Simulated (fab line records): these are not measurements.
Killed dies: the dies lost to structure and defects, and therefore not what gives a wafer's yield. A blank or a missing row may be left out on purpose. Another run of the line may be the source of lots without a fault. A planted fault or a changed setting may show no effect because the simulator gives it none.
The tool behind it: which one? | flow nand-harc | 36 wafers from 12 lots sampled at 5 of the route's 1159 steps

WHAT THE GAUGES SHOWED, per wafer
NHARC_END_SORT_01. Usual: killed-at-array 27, standard deviation 10; killed-at-other 0.6, standard deviation 1; killed-at-periphery 3.4, standard deviation 2.7; killed-dies 31, standard deviation 9.7; killed-open 3.4, standard deviation 1.7; killed-short 2.2, standard deviation 1.5.
lot  | measured     | on        | killed-at-array | killed-at-other | killed-at-periphery | killed-dies | killed-open | killed-short | flag
L697 | day 21 14:51 | prober-01 | 670 673 674     | 3 0 1           | 4 4 2               | 677 677 677 | 6 5 2       | 4 2 1        | OFF
L698 | day 21 14:04 | prober-02 | 673 672 674     | 2 1 2           | 2 4 1               | 677 677 677 | 3 1 5       | 1 3 1        | OFF

TOOL THAT RAN EACH LOT (tool first, then ch and the chambers of the sampled wafers, then the start)
lot  | NHARC_A_STAIRCASE_HM_DEP_456  | NHARC_A_STAIRCASE_DEP_301       | NHARC_A_STAIRCASE_DESCUM_312       | NHARC_A_STAIRCASE_HM_OPEN_463
L692 | acl-dep-02 ch 0, day 11 23:58 | pecvd-02 ch 0,1, day 12 07:10   | rie-diel-11 ch 0,2,3, day 12 08:16 | rie-diel-11 ch 1,2,3, no start
L695 | acl-dep-03 ch 0, day 13 01:11 | pecvd-04 ch 1,2, day 13 08:14   | rie-diel-08 ch 0,1,2, day 13 09:13 | rie-diel-08 ch 0,1,3, no start
L697 | acl-dep-02 ch 0, day 13 10:26 | pecvd-03 ch 1,2, day 13 20:38   | rie-diel-11 ch 0,1,3, day 13 21:37 | rie-diel-11 ch 0,1,3, day 21 14:51 or earlier
L698 | acl-dep-03 ch 0, day 13 18:07 | pecvd-04 ch 0,2, day 14 01:01   | rie-diel-08 ch 1,2,3, day 14 01:53 | rie-diel-08 ch 0,1,3, day 21 14:04 or earlier
L702 | acl-dep-03 ch 0, day 14 15:07 | pecvd-03 ch 0,1,2, day 14 21:58 | rie-diel-09 ch 0,1, day 14 22:58   | rie-diel-09 ch 0,1, no start
L701 | acl-dep-03 ch 0, day 14 18:49 | pecvd-03 ch 0,1,2, day 15 03:07 | rie-diel-09 ch 0,3, day 15 04:04   | rie-diel-09 ch 0,1, no start
L704 | acl-dep-03 ch 0, day 14 22:58 | pecvd-03 ch 0,1,2, day 15 05:37 | rie-diel-08 ch 1,3, day 15 06:37   | rie-diel-08 ch 2,3, no start
L705 | acl-dep-03 ch 0, day 15 01:08 | pecvd-03 ch 1,2, day 15 08:12   | rie-diel-11 ch 1,2, day 15 09:04   | rie-diel-11 ch 0,3, no start
L708 | acl-dep-01 ch 0, day 16 00:34 | pecvd-03 ch 0,1,2, day 16 10:22 | rie-diel-08 ch 0,2, day 16 11:13   | rie-diel-08 ch 2,3, no start
L707 | acl-dep-01 ch 0, day 16 01:49 | pecvd-04 ch 0,1,2, day 16 10:34 | rie-diel-08 ch 0,1,3, day 16 11:38 | rie-diel-08 ch 0,1,3, no start
L711 | acl-dep-03 ch 0, day 16 14:37 | pecvd-03 ch 0,1, day 17 00:56   | rie-diel-09 ch 0,1,3, day 17 01:46 | rie-diel-09 ch 0,1,2, no start
L712 | acl-dep-03 ch 0, day 16 20:10 | pecvd-03 ch 0,1,2, day 17 03:17 | rie-diel-11 ch 0,1,2, day 17 04:10 | rie-diel-11 ch 1,2,3, no start
- NHARC_A_STAIRCASE_HM_DEP_456: deposits aC, target thk 1500 nm.
- NHARC_A_STAIRCASE_DEP_301: deposits SiON, target thk 30 nm.
- NHARC_A_STAIRCASE_DESCUM_312: chemistry O2, time 3 s.
- NHARC_A_STAIRCASE_HM_OPEN_463: chemistry O2/COS.

AS READ BY THE TOOLS THEMSELVES (means over the sampled wafers that have a number; for cases with no such wafer, the mark the record gives instead)
NHARC_A_STAIRCASE_HM_DEP_456. Usual: susceptor-temp-C 400.00 C, standard deviation 0.22; throttle-valve-pct 34.999 %, standard deviation 0.0095.
lot  | tool       | susceptor-temp-C (C) | throttle-valve-pct (%) | flag
L692 | acl-dep-02 | -                    | 35.009                 | OFF
L695 | acl-dep-03 | -                    | 35.000                 | OFF
L697 | acl-dep-02 | 400.15               | 35.016                 |
L698 | acl-dep-03 | 400.01               | 35.002                 |
L702 | acl-dep-03 | 399.88               | 34.997                 |
L701 | acl-dep-03 | 399.91               | 34.995                 |
L704 | acl-dep-03 | 399.94               | 35.002                 |
L705 | acl-dep-03 | 399.87               | 35.007                 |
L708 | acl-dep-01 | 400.01               | 35.007                 |
L707 | acl-dep-01 | 400.13               | 35.000                 |
L711 | acl-dep-03 | 399.84               | 35.002                 |
L712 | acl-dep-03 | 400.18               | 35.004                 |

NHARC_A_STAIRCASE_DEP_301. Usual: chamber-pressure-Torr 3.501 Torr, standard deviation 0.0081; heater-power-outer-w 416 W, standard deviation 48; heater-power-w 716 W, standard deviation 88.
lot  | tool     | chamber-pressure-Torr (Torr) | heater-power-outer-w (W) | heater-power-w (W) | flag
L692 | pecvd-02 | 3.501                        | 423                      | 735                |
L695 | pecvd-04 | 3.506                        | 377                      | 633                |
L697 | pecvd-03 | -                            | -                        | -                  | OFF
L698 | pecvd-04 | -                            | -                        | -                  | OFF
L702 | pecvd-03 | 3.496                        | 382                      | 681                |
L701 | pecvd-03 | 3.504                        | 405                      | 692                |
L704 | pecvd-03 | 3.507                        | 394                      | 676                |
L705 | pecvd-03 | 3.490                        | 421                      | 741                |
L708 | pecvd-03 | 3.500                        | 418                      | 714                |
L707 | pecvd-04 | 3.492                        | 436                      | 732                |
L711 | pecvd-03 | 3.506                        | 462                      | 819                |
L712 | pecvd-03 | 3.499                        | 429                      | 738                |

NHARC_A_STAIRCASE_DESCUM_312. Usual: drypump-motor-current-A 5.7 A, standard deviation 0.48; oes-product-au 0.998 a.u., standard deviation 0.0073; rf-vpp-V 57.9 V, standard deviation 0.86; showerhead-plenum-p-Torr 1.91 Torr, standard deviation 0.091; throttle-valve-pct 11.312 %, standard deviation 0.0083.
lot  | tool        | drypump-motor-current-A (A) | oes-product-au (a.u.) | rf-vpp-V (V) | showerhead-plenum-p-Torr (Torr) | throttle-valve-pct (%) | flag
L692 | rie-diel-11 | 6.1                         | 0.997                 | 57.9         | 1.89                            | 11.308                 |
L695 | rie-diel-08 | 5.7                         | 1.010                 | 59.4         | 1.95                            | 11.310                 |
L697 | rie-diel-11 | 6.2                         | 0.994                 | 58.1         | 1.91                            | 11.313                 |
L698 | rie-diel-08 | 5.5                         | 0.999                 | 57.8         | 1.89                            | 11.321                 |
L702 | rie-diel-09 | 5.0                         | 0.997                 | 57.5         | 1.89                            | 11.321                 |
L701 | rie-diel-09 | 5.3                         | 0.988                 | 57.8         | 2.02                            | 11.305                 |
L704 | rie-diel-08 | 5.5                         | 1.000                 | 57.6         | 1.82                            | 11.309                 |
L705 | rie-diel-11 | 6.1                         | 1.001                 | 57.9         | 1.95                            | 11.312                 |
L708 | rie-diel-08 | 5.6                         | 1.001                 | 58.7         | 2.03                            | 11.305                 |
L707 | rie-diel-08 | 5.8                         | 0.992                 | 57.6         | 1.87                            | 11.310                 |
L711 | rie-diel-09 | 5.1                         | 1.002                 | 57.8         | 1.95                            | 11.317                 |
L712 | rie-diel-11 | 6.0                         | 1.004                 | 58.2         | 1.94                            | 11.311                 |

NHARC_A_STAIRCASE_HM_OPEN_463. Usual: cos-flow-sccm 20.00 sccm, standard deviation 0.055; drypump-motor-current-A 5.8 A, standard deviation 0.49; oes-product-au 0.999 a.u., standard deviation 0.008; rf-vpp-V 467 V, standard deviation 3.1; showerhead-plenum-p-Torr 3.12 Torr, standard deviation 0.14; throttle-valve-pct 28.330 %, standard deviation 0.0083.
lot  | tool        | cos-flow-sccm (sccm) | drypump-motor-current-A (A) | oes-product-au (a.u.) | rf-vpp-V (V) | showerhead-plenum-p-Torr (Torr) | throttle-valve-pct (%) | flag
L692 | rie-diel-11 | 20.03                | 6.2                         | 0.994                 | 467          | 3.09                            | 28.324                 |
L695 | rie-diel-08 | 20.04                | 5.8                         | 1.002                 | 466          | 3.06                            | 28.334                 |
L697 | rie-diel-11 | 19.99                | 6.2                         | 1.005                 | 467          | 3.12                            | 28.339                 |
L698 | rie-diel-08 | 20.03                | 5.8                         | 1.002                 | 466          | 3.06                            | 28.333                 |
L702 | rie-diel-09 | 19.99                | 5.0                         | 0.991                 | 466          | 3.10                            | 28.330                 |
L701 | rie-diel-09 | 20.03                | 4.9                         | 1.000                 | 467          | 3.08                            | 28.328                 |
L704 | rie-diel-08 | 20.02                | 5.4                         | 0.993                 | 469          | 3.22                            | 28.326                 |
L705 | rie-diel-11 | 20.04                | 6.3                         | 1.000                 | 464          | 3.01                            | 28.338                 |
L708 | rie-diel-08 | 19.98                | 5.4                         | 0.997                 | 467          | 3.12                            | 28.325                 |
L707 | rie-diel-08 | 19.95                | 5.7                         | 1.000                 | 466          | 3.05                            | 28.328                 |
L711 | rie-diel-09 | 19.99                | 4.9                         | 1.010                 | 467          | 3.08                            | 28.323                 |
L712 | rie-diel-11 | 20.01                | 6.2                         | 1.006                 | 465          | 3.08                            | 28.333                 |

THE ANSWER, worked out from the rows above alone
Rule: a lot is off if the mean of its wafers that have a number lies more than 3 standard deviations from the usual mean. A lot without any number at a reading at which 4 lots or more have one is off too. Where the step has rows for the other lots, those lots are counted as sound. The gauges are gone through in route order, then the tools' own readings, and for those a lot's mean is taken as printed above. At the first step where some lot is off, the reading lying furthest off is the one used; lots without a number count as furthest.
Off at NHARC_END_SORT_01 (killed-dies): L697, L698. Neither off nor sound, because the step has no rows for them: L692, L695, L702, L701, L704, L705, L708, L707, L711, L712.
A tool fits if, at a process step before that reading, it ran every lot that is off, and no sound lot after the first of them. Not tried: the gauges at NHARC_END_SORT_01; whatever is off there is also off at NHARC_A_STAIRCASE_DEP_301, on other tools, and gauge error can't account for it. NHARC_A_STAIRCASE_HM_OPEN_463: start missing for some lots; hours and lot order therefore follow NHARC_END_SORT_01. None of those tried fits.

WHAT THE SIMULATOR HAD INSERTED
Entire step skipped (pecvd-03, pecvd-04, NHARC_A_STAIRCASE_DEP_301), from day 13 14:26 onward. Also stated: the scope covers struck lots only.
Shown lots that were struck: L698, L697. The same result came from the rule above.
